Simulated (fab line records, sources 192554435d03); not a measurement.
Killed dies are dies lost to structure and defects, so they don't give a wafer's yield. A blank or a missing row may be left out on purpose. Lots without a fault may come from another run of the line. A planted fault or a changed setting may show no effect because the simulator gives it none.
fab line records | flow n5_finfet
record lots=5 wafers=14 last_day=17
route steps=1938 shown BEOL_M3@999 BEOL_M4@1111
lots that met no fault: from a run of the same line without faults
start_h: hours from the record's first day to the start of the lot's first wafer shown | wait_h: hours since the lot's step before | " the same as in the row above | L1.1+2: a row that stands for several wafers | - no value, or no start given | * or withheld: withheld | < > ~ a bound
route shown NAME@n: a module of which the file shows steps, and the number in the route of the first | usual: mean/standard deviation of fault-free wafers | same: alike in all rows | chamber/n: place in a boat | sites: the reading at each site | _std_site: their standard deviation | _edge_site: outer sites' mean less inner sites' | radius_mm: how far each site lies from the wafer's centre | mask NAME#n: copy n | behind: the tool/chamber that last shaped the wafer | hold: why the lot was held/for how many hours/how that ended | device: the transistor (n, p or np) that didn't switch | end of line: the same wafers' tests at the end of the route | a step without rows: its recipe alone | killed: dies lost to structure and defects at the first sort, not the wafer's yield | map: a wafer's dies, x killed, . not, _ none there
set.NAME: the setting as run; set.NAME@STEP: as run at that earlier step | model.NAME: the simulator's own value behind a step, which no gauge read
lots at some steps of the route; a table a step, a row a wafer
services: from which hour (start_h, from the record's first day; less than 0 if before it) a tool's chamber was out of use, for how many hours, and why
## steps
# step N5_BEOL_M3_ANNEAL_82
# recipe temp_c=400 time_s=240 ambient=vacuum
# step N5_BEOL_M3_SPUTTER_86
# recipe material=Cu target_thk_a=45 temp_c=-20 chamber_pressure_pa=0.07 power_w=withheld time_s=8.29
# usual susceptor_temp_C=-20.01/0.1 throttle_valve_pct=29.6/1.2
# columns lot.wafer tool chamber start_h wait_h susceptor_temp_C throttle_valve_pct
L578.2 pvd_sputter-01 - 159.45 0.1 -19.81 28.6
L578.4 " - " " -20.02 30.0
L578.6 " - " " -20.01 30.5
L577.1 pvd_sputter-02 - 164.30 0.1 -19.68 29.9
L577.3 " - " " -19.87 27.8
L577.5 " - " " -20.24 29.7
L586.1 pvd_sputter-02 - 220.23 0.1 -20.03 29.8
L586.5 " - " " -20.16 29.6
L593.2 pvd_sputter-02 - 256.61 0.1 -19.80 28.0
L593.3 " - " " -20.01 29.4
L593.5 " - " " -19.95 28.0
L598.2 pvd_sputter-03 - 291.93 0.1 -20.09 28.0
L598.3 " - " " -20.12 31.8
L598.6 " - " " -20.15 32.1
# step N5_BEOL_M3_ANNEAL_87
# recipe temp_c=400 time_s=240 ambient=vacuum
# step N5_BEOL_M3_SPUTTER_88
# recipe material=Cu target_thk_a=45 temp_c=-20 chamber_pressure_pa=0.07 power_w=withheld time_s=8.29
# step N5_BEOL_M3_ANNEAL_89
# recipe temp_c=400 time_s=240 ambient=vacuum
# usual heater_power_w=847/89 susceptor_temp_C=399.98/0.23 susceptor_temp_C_max=401.0/0.38
# columns lot.wafer tool chamber start_h wait_h heater_power_w susceptor_temp_C susceptor_temp_C_max
L578.2 pvd_sputter-01 - 159.75 0.0 739 400.13 401.1
L578.4 " - " " 895 399.85 401.0
L578.6 " - " " 920 400.17 401.1
L577.1 pvd_sputter-02 - 164.60 0.0 761 400.14 401.0
L577.3 " - " " 793 399.84 401.0
L577.5 " - " " 959 400.21 401.1
L586.1 pvd_sputter-02 - 220.53 0.0 990 400.04 401.0
L586.5 " - " " 933 400.29 401.7
L593.2 pvd_sputter-02 - 256.91 0.0 814 400.02 401.3
L593.3 " - " " 909 400.22 401.3
L593.5 " - " " 801 399.84 401.2
L598.2 pvd_sputter-03 - 292.23 0.0 760 400.22 401.2
L598.3 " - " " 858 400.33 401.6
L598.6 " - " " 742 399.88 400.6
# step N5_BEOL_M3_SPUTTER_90
# recipe material=Cu target_thk_a=45 temp_c=-20 chamber_pressure_pa=0.07 power_w=withheld time_s=8.29
# usual susceptor_temp_C=-20.01/0.11 throttle_valve_pct=29.6/1.2
# columns lot.wafer tool chamber start_h wait_h susceptor_temp_C throttle_valve_pct
L578.2 pvd_sputter-01 - 159.89 0.1 -20.10 28.6
L578.4 " - " " -19.82 29.9
L578.6 " - " " -20.00 30.2
L577.1 pvd_sputter-02 - 164.74 0.1 -20.11 29.5
L577.3 " - " " -20.04 27.9
L577.5 " - " " -19.99 29.6
L586.1 pvd_sputter-02 - 220.67 0.1 -20.02 29.7
L586.5 " - " " -20.17 29.5
L593.2 pvd_sputter-02 - 257.05 0.1 -20.00 27.7
L593.3 " - " " -19.85 29.4
L593.5 " - " " -20.04 28.1
L598.2 pvd_sputter-03 - 292.37 0.1 -20.19 28.0
L598.3 " - " " -19.95 31.2
L598.6 " - " " -19.88 32.1
# step N5_BEOL_M3_ANNEAL_91
# recipe temp_c=400 time_s=240 ambient=vacuum
# usual heater_power_w=846/86 susceptor_temp_C=400.01/0.21 susceptor_temp_C_max=401.1/0.38
# columns lot.wafer tool chamber start_h wait_h heater_power_w susceptor_temp_C susceptor_temp_C_max
L578.2 pvd_sputter-01 - 159.97 0.0 733 400.05 401.2
L578.4 " - " " 933 399.87 401.0
L578.6 " - " " 915 400.14 401.3
L577.1 pvd_sputter-02 - 164.82 0.0 754 400.08 401.1
L577.3 " - " " 797 400.24 401.9
L577.5 " - " " 1002 400.15 401.3
L586.1 pvd_sputter-02 - 220.75 0.0 966 400.02 400.8
L586.5 " - " " 919 400.38 401.6
L593.2 pvd_sputter-02 - 257.13 0.0 805 400.34 401.9
L593.3 " - " " 908 399.57 401.0
L593.5 " - " " 809 400.37 402.5
L598.2 pvd_sputter-03 - 292.45 0.0 784 400.10 401.1
L598.3 " - " " 886 399.87 401.3
L598.6 " - " " 731 400.06 401.0
# step N5_BEOL_M3_SPUTTER_92
# recipe material=Cu target_thk_a=45 temp_c=-20 chamber_pressure_pa=0.07 power_w=withheld time_s=8.29
# usual susceptor_temp_C=-20.00/0.11 throttle_valve_pct=29.6/1.2
# columns lot.wafer tool chamber start_h wait_h susceptor_temp_C throttle_valve_pct
L578.2 pvd_sputter-01 - 160.11 0.1 -19.79 28.7
L578.4 " - " " -20.11 30.3
L578.6 " - " " -19.99 30.3
L577.1 pvd_sputter-02 - 164.96 0.1 -19.87 29.7
L577.3 " - " " -20.03 28.0
L577.5 " - " " -19.95 29.6
L586.1 pvd_sputter-02 - 220.89 0.1 -20.02 30.0
L586.5 " - " " -19.98 29.6
L593.2 pvd_sputter-02 - 257.27 0.1 -19.94 27.9
L593.3 " - " " -19.94 29.6
L593.5 " - " " -19.90 27.7
L598.2 pvd_sputter-03 - 292.59 0.1 -19.83 28.0
L598.3 " - " " -19.90 31.4
L598.6 " - " " -20.02 32.3
# step N5_BEOL_M3_ANNEAL_93
# recipe temp_c=400 time_s=240 ambient=vacuum
# step N5_BEOL_M3_SPUTTER_94
# recipe material=Cu target_thk_a=45 temp_c=-20 chamber_pressure_pa=0.07 power_w=withheld time_s=8.29
# step N5_BEOL_M3_ANNEAL_95
# recipe temp_c=400 time_s=240 ambient=vacuum
# step N5_BEOL_M3_SPUTTER_96
# recipe material=Cu target_thk_a=45 temp_c=-20 chamber_pressure_pa=0.07 power_w=withheld time_s=8.29
# step N5_BEOL_M3_ECD_50
# recipe material=Cu target_thk_a=3000
# columns lot.wafer tool chamber start_h wait_h model.Cu_of_BEOL_M3_ECD_50.thk_nm
L578.2 ecd_cu-02 1 160.77 0.2 301.4
L578.4 " 0 " " 303
L578.6 " 0 " " 304.6
L577.1 ecd_cu-02 0 165.52 0.1 298.8
L577.3 " 1 " " 304.4
L577.5 " 1 " " 296.6
L586.1 ecd_cu-02 1 221.45 0.1 441.8
L586.5 " 0 " " 303.8
L593.2+3 ecd_cu-01 0 257.82 0.1 300
L593.5 " 1 " " 301.8
L598.2 ecd_cu-01 0 293.15 0.1 293.4
L598.3 " 0 " " 298.8
L598.6 " 0 " " 298.4
# step N5_BEOL_M3_ANNEAL_51
# recipe temp_c=225 time_s=90 ambient=N2
# step N5_BEOL_M3_CMP_52
# recipe stop_on=SiOC t_overpolish_s=6.8 down_force_psi=1 platen_rpm=50 clearing_platen_down_force_psi=1.5 clearing_platen_rpm=50 post_cmp_clean=cu_alkaline target_thk_nm=40 clearing_platen_pad_velocity_m_s=0.99484 pad_velocity_m_s=0.99484
# usual motor_current_A=6.1/0.65 time_to_endpoint_s=61.5/2.1
# columns lot.wafer tool chamber start_h wait_h motor_current_A time_to_endpoint_s
L578.4 cmp-02 1 161.41 0.2 5.9 61.3
L578.2 " 3 " " 6.5 59.9
L578.6 " 1 " " 5.7 61.5
L577.1 cmp-04 2 165.93 0.3 6.6 63.0
L577.3 " 0 " " 6.2 63.8
L577.5 " 1 " " 7.4 63.1
L586.1 cmp-02 0 221.95 0.4 5.9 90.1
L586.5 " 1 " " 5.7 63.4
L593.3 cmp-02 0 258.25 0.2 5.7 61.4
L593.2 " 1 " " 5.9 61.7
L593.5 " 0 " " 5.8 57.4
L598.3 cmp-02 3 293.53 0.2 6.3 59.2
L598.2 " 0 " " 5.7 55.7
L598.6 " 0 " " 6.1 59.6
# step N5_BEOL_M3_THK_MEAS_53
# recipe thk_meas_gauge=xrf reads=Cu_of_BEOL_M3_ECD_50
# usual M3_THK=39.0/1.3
# columns lot.wafer tool chamber start_h wait_h M3_THK[nm]
L578.2 film_metro-02 - 161.67 - 38.3
L578.4 " - " " 40.7
L578.6 " - " " 40.9
L577.1 film_metro-01 - 166.19 - 38.2
L577.3 " - " " 38.7
L577.5 " - " " 39.1
L586.1 film_metro-02 - 222.13 - 38.0
L586.5 " - " " 39.2
L593.2 film_metro-02 - 258.51 - 38.7
L593.3 " - " " 37.0
L593.5 " - " " 38.9
L598.2 film_metro-02 - 293.82 - 37.5
L598.3 " - " " 38.5
L598.6 " - " " 39.7
# step N5_BEOL_M4_RC_MEAS_101
# usual DIBL_N=36.3/1 DIBL_P=36.2/1.4 IOFF_N=0.157/0.021 IOFF_P=0.206/0.025 ION_N=673/9 ION_P=461/6.4 SS_N=71.5/0.5 SS_P=73.2/0.47 VT_N=249.9/2.4 VT_P=-250.6/2.9
# columns lot.wafer tool chamber start_h wait_h DIBL_N[mV/V] DIBL_P[mV/V] IOFF_N[nA/um] IOFF_P[nA/um] ION_N[uA/um] ION_P[uA/um] SS_N[mV/dec] SS_P[mV/dec] VT_N[mV] VT_P[mV]
L578.2 prober-02 0 173.24 0.2 35.0 34.9 0.150 0.184 671 456 72.2 73.3 251.1 -254.3
L578.4 " 0 " " 36.1 35.6 0.175 0.207 675 459 71.6 73.8 248.2 -252.8
L578.6 " 0 " " 33.2 32.3 0.134 0.165 669 459 70.9 72.6 252.3 -256.9
L577.1 prober-02 0 178.01 0.0 35.8 36.6 0.150 0.210 671 465 71.7 73.4 249.6 -250.8
L577.3 " 0 " " 36.3 37.5 0.164 0.215 680 468 71.0 74.2 252.6 -251.1
L577.5 " 0 " " 36.8 38.1 0.172 0.221 687 469 71.5 73.7 249.8 -249.4
L586.1 prober-01 0 233.89 0.0 36.4 36.5 0.167 0.216 683 464 71.9 72.3 247.8 -248.5
L586.5 " 0 " " 37.2 37.3 0.179 0.237 681 470 71.3 73.4 247.5 -245.6
L593.2 prober-01 0 271.26 0.2 36.2 35.9 0.151 0.209 676 466 71.1 72.9 249.4 -249.9
L593.3 " 0 " " 36.5 36.0 0.153 0.212 676 463 71.5 72.7 250.3 -248.4
L593.5 " 0 " " 36.6 36.2 0.152 0.218 670 466 71.2 73.3 250.0 -247.1
L598.2 prober-02 0 306.72 0.2 35.5 37.7 0.165 0.194 679 464 71.2 73.0 245.6 -249.8
L598.3 " 0 " " 37.6 40.5 0.204 0.238 683 466 72.0 74.0 246.8 -250.4
L598.6 " 0 " " 36.9 40.0 0.204 0.231 686 463 71.8 74.2 245.4 -250.8
## services
# columns tool chamber start_h hours kind
ecd_cu-01 - 143.07 27.5 repair
cmp-02 - 162.41 1.0 repair
cmp-04 - 186.11 2.3 repair
cmp-02 - 238.64 4.0 pm
cmp-02 - 242.64 - consumable_replace:conditioner
cmp-02 - 242.64 - consumable_replace:pad
cmp-04 - 265.89 4.0 pm
cmp-04 - 269.89 - consumable_replace:conditioner
cmp-04 - 269.89 - consumable_replace:pad
cmp-04 - 288.90 1.0 repair
## key
first_sign step=N5_BEOL_M3_CMP_52 reading=time_to_endpoint_s direction=up sigmas=14 usual=* struck=*
effect none on later readings
model_effect step=N5_BEOL_M3_ECD_50 value=Cu_of_BEOL_M3_ECD_50.thk_nm without=300.4 struck=441.8
met_at N5_BEOL_M3_ECD_50
struck_wafers L586.1
onset_between 165.52 221.45
fault kind=process_parameter_drift tool=ecd_cu-02 chamber=- onset_h=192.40 steps=N5_BEOL_M3_ECD_50 channel=target_thk_a offset=* shape=step end_h=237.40 scope=struck_wafers_only acts_in=* stated=*
